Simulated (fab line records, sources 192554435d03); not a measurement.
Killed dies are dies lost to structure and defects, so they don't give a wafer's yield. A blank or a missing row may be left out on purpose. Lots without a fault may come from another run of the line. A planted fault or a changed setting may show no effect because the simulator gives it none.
Chamber matching | flow n5_finfet | N5_FIN_SAQP_HM_OPEN_73 on rie_diel-02: 4 sister chambers
The step chemistry CHF3/O2, target SiO2, stops on a-Si, target depth 12 nm, time 16.8 s. 18 wafers are shown with their chamber, then 9 later ones without.

WAFERS WITH THEIR CHAMBER
wafer  | chamber | drypump_motor_current_A (A) | showerhead_plenum_p_Torr (Torr) | throttle_valve_pct (%)
L078.1 | 1       | 6.7                         | 2.37                            | 18.95
L078.3 | 2       | 4.9                         | 2.44                            | 18.84
L078.5 | 0       | 5.0                         | 2.30                            | 19.08
L080.1 | 2       | 4.9                         | 2.43                            | 18.87
L080.4 | 0       | 5.0                         | 2.30                            | 19.09
L080.6 | 1       | 6.7                         | 2.37                            | 18.96
L082.2 | 0       | 5.0                         | 2.30                            | 19.08
L082.3 | 1       | 6.7                         | 2.36                            | 18.97
L082.6 | 0       | 5.0                         | 2.30                            | 19.09
L083.1 | 2       | 5.0                         | 2.43                            | 18.88
L083.2 | 3       | 5.9                         | 2.56                            | 18.47
L083.4 | 1       | 6.7                         | 2.36                            | 18.98
L085.2 | 0       | 5.0                         | 2.30                            | 19.11
L085.3 | 2       | 5.0                         | 2.43                            | 18.89
L085.4 | 2       | 5.0                         | 2.43                            | 18.88
L088.1 | 0       | 5.0                         | 2.29                            | 19.11
L088.3 | 2       | 4.9                         | 2.43                            | 18.90
L088.4 | 3       | 5.9                         | 2.56                            | 18.49

SIGNATURES (means of the wafers above)
reading                  | chamber 0 | chamber 1 | chamber 2 | chamber 3 | scatter within a chamber
drypump_motor_current_A  | 5.000     | 6.700     | 4.950     | 5.900     | 0.0327
showerhead_plenum_p_Torr | 2.2983    | 2.3650    | 2.4317    | 2.5600    | 0.00436
throttle_valve_pct       | 19.0933   | 18.9650   | 18.8767   | 18.4800   | 0.0164
Rule: a wafer's distance from a chamber is the root of the sum, over the readings, of the square of ((its reading less the chamber's mean) divided by the reading's scatter). The wafer belongs to the nearest chamber; if the next one is less than 2 further off, it can't be placed. The scatter: the root of (the sum of the squares of (reading less its chamber's mean) over the shown wafers, divided by (wafers less chambers)).

WAFERS WITHOUT THEIR CHAMBER
wafer  | drypump_motor_current_A (A) | showerhead_plenum_p_Torr (Torr) | throttle_valve_pct (%)
L090.2 | 4.9                         | 2.42                            | 18.93
L090.5 | 5.9                         | 2.55                            | 18.50
L090.6 | 4.9                         | 2.42                            | 18.90
L091.2 | 4.9                         | 2.42                            | 18.91
L091.5 | 5.9                         | 2.55                            | 18.52
L091.6 | 4.9                         | 2.42                            | 18.93
L093.3 | 5.9                         | 2.55                            | 18.52
L093.4 | 6.7                         | 2.36                            | 18.56
L093.6 | 5.9                         | 2.55                            | 18.52

WHICH CHAMBER EACH WENT THROUGH
wafer  | from the rows above | in truth
L090.2 | 2                   | 2
L090.5 | 3                   | 3
L090.6 | 2                   | 2
L091.2 | 2                   | 2
L091.5 | 3                   | 3
L091.6 | 2                   | 2
L093.3 | 3                   | 3
L093.4 | 1                   | 1
L093.6 | 3                   | 3
Placed correctly: 9 of 9. Can't be placed from these rows: 0. Placed wrongly: 0.
